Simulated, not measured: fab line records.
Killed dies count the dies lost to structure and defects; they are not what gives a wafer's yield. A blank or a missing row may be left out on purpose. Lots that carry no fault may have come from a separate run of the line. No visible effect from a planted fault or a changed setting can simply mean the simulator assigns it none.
The tool behind it: which one? :: flow nandHarc :: 11 lots, 33 wafers sampled, at 4 steps of a route of 1159

## WHAT THE GAUGES READ, wafer by wafer
NHARC_P_GATE_CD_MEAS_11: the cd target is 1640 nm.
lot: L488
measured: day 3 22:05
on: cdSem-02
cdNm (nm): 1642.2 1640.7 1638.7

lot: L489
measured: day 4 14:21
on: cdSem-01
cdNm (nm): 1644.0 1643.1 1640.4

lot: L490
measured: day 4 14:31
on: cdSem-02
cdNm (nm): 1640.7 1642.0 1639.5

lot: L491
measured: day 4 19:33
on: cdSem-03
cdNm (nm): - - -

lot: L492
measured: day 4 19:23
on: cdSem-03
cdNm (nm): 1641.0 1638.2 1638.5

lot: L493
measured: day 5 06:25
on: cdSem-02
cdNm (nm): 1638.4 1638.1 1642.4

lot: L496
measured: day 6 04:16
on: cdSem-03
cdNm (nm): 1642.5 1641.0 1642.3

lot: L504
measured: day 7 23:35
on: cdSem-01
cdNm (nm): 1641.0 1640.2 1644.1

lot: L506
measured: day 8 21:00
on: cdSem-01
cdNm (nm): 1642.3 1637.0 1637.4

lot: L508
measured: day 9 04:01
on: cdSem-02
cdNm (nm): 1638.0 1637.4 1638.6

lot: L511
measured: day 9 18:28
on: cdSem-02
cdNm (nm): 1638.2 1636.4 1640.9

## TOOL THAT RAN EACH LOT (tool first, then ch and the chambers of the sampled wafers, then the start)
lot: L488
NHARC_P_STI_ETCH_42: rieDiel-08 ch 0,1,2, day 2 13:08
NHARC_P_STI_ETCH_31: rieDiel-08 ch 0,1,2, day 3 21:55 or earlier
NHARC_P_GATE_EXPOSE_08: krfScanner-04 ch 0, day 3 21:55

lot: L489
NHARC_P_STI_ETCH_42: rieDiel-06 ch 1,2,3, day 2 22:07
NHARC_P_STI_ETCH_31: rieDiel-06 ch 1,2,3, day 4 14:11 or earlier
NHARC_P_GATE_EXPOSE_08: krfScanner-04 ch 0, day 4 14:11

lot: L490
NHARC_P_STI_ETCH_42: rieDiel-08 ch 0,3, day 2 22:17
NHARC_P_STI_ETCH_31: rieDiel-08 ch 0,1,2, day 4 14:22 or earlier
NHARC_P_GATE_EXPOSE_08: krfScanner-02 ch 0, day 4 14:22

lot: L491
NHARC_P_STI_ETCH_42: rieDiel-08 ch 0,1,3, day 3 08:33
NHARC_P_STI_ETCH_31: rieDiel-08 ch 0,1, day 4 19:23 or earlier
NHARC_P_GATE_EXPOSE_08: krfScanner-04 ch 0, day 4 19:23

lot: L492
NHARC_P_STI_ETCH_42: rieDiel-09 ch 1,2,3, day 3 08:43
NHARC_P_STI_ETCH_31: rieDiel-09 ch 0,1,3, day 4 19:13 or earlier
NHARC_P_GATE_EXPOSE_08: krfScanner-02 ch 0, day 4 19:13

lot: L493
NHARC_P_STI_ETCH_42: rieDiel-08 ch 0,1, day 3 17:16
NHARC_P_STI_ETCH_31: rieDiel-08 ch 0,1,2, day 5 06:16 or earlier
NHARC_P_GATE_EXPOSE_08: krfScanner-02 ch 0, day 5 06:16

lot: L496
NHARC_P_STI_ETCH_42: rieDiel-08 ch 0,2, day 4 14:36
NHARC_P_STI_ETCH_31: rieDiel-08 ch 0,2,3, day 6 04:07 or earlier
NHARC_P_GATE_EXPOSE_08: krfScanner-04 ch 0, day 6 04:07

lot: L504
NHARC_P_STI_ETCH_42: rieDiel-09 ch 0,1,2, day 6 11:50
NHARC_P_STI_ETCH_31: rieDiel-09 ch 1,2,3, day 7 23:25 or earlier
NHARC_P_GATE_EXPOSE_08: krfScanner-02 ch 0, day 7 23:25

lot: L506
NHARC_P_STI_ETCH_42: rieDiel-08 ch 0,2,3, day 7 03:01
NHARC_P_STI_ETCH_31: rieDiel-08 ch 0,2,3, day 8 20:51 or earlier
NHARC_P_GATE_EXPOSE_08: krfScanner-03 ch 0, day 8 20:51

lot: L508
NHARC_P_STI_ETCH_42: rieDiel-06 ch 0,1, day 7 11:34
NHARC_P_STI_ETCH_31: rieDiel-06 ch 1,3, day 9 03:52 or earlier
NHARC_P_GATE_EXPOSE_08: krfScanner-04 ch 0, day 9 03:52

lot: L511
NHARC_P_STI_ETCH_42: rieDiel-06 ch 0,2,3, day 8 10:02
NHARC_P_STI_ETCH_31: rieDiel-06 ch 0,2, day 9 18:19 or earlier
NHARC_P_GATE_EXPOSE_08: krfScanner-04 ch 0, day 9 18:19
- NHARC_P_STI_ETCH_42: etches the open film in N2/H2, target depth 80 nm, overetch 24 nm, time 61 s.
- NHARC_P_STI_ETCH_31: etches the open film in CF4/CHF3, target depth 108.9 nm, time 54.5 s.
- NHARC_P_GATE_EXPOSE_08: exposes mask P HV.

## THE ANSWER, worked out from the rows above alone
Rule: the lots themselves supply what counts as usual. The widest of any qualifying gaps counts: lots, ordered by their means at a reading, are off when they make up no more than a third of the lots, leave a main group of 4 or more, and stand apart from it by 3 or more times the standard deviation of that group's means. Not used: any main group whose means are identical at the precision the tables above print for the reading. Also off: a lot with no number at a reading for which 4 or more lots have one. Where the step has rows for the other lots, those lots are counted as sound.
Off: L491 (NHARC_P_GATE_CD_MEAS_11, cdNm). Without a number there: L491. For the main group the mean is 1640.2 nm and the standard deviation 1.5.
A tool fits if, at a process step before that reading, it ran every lot that is off, and no sound lot after the first of them. The gauges at NHARC_P_GATE_CD_MEAS_11 are tried like those tools. NHARC_P_STI_ETCH_31: start missing for some lots; hours and lot order therefore follow NHARC_P_GATE_EXPOSE_08. Not one of the candidates tried fits.

## WHAT THE SIMULATOR HAD PUT IN
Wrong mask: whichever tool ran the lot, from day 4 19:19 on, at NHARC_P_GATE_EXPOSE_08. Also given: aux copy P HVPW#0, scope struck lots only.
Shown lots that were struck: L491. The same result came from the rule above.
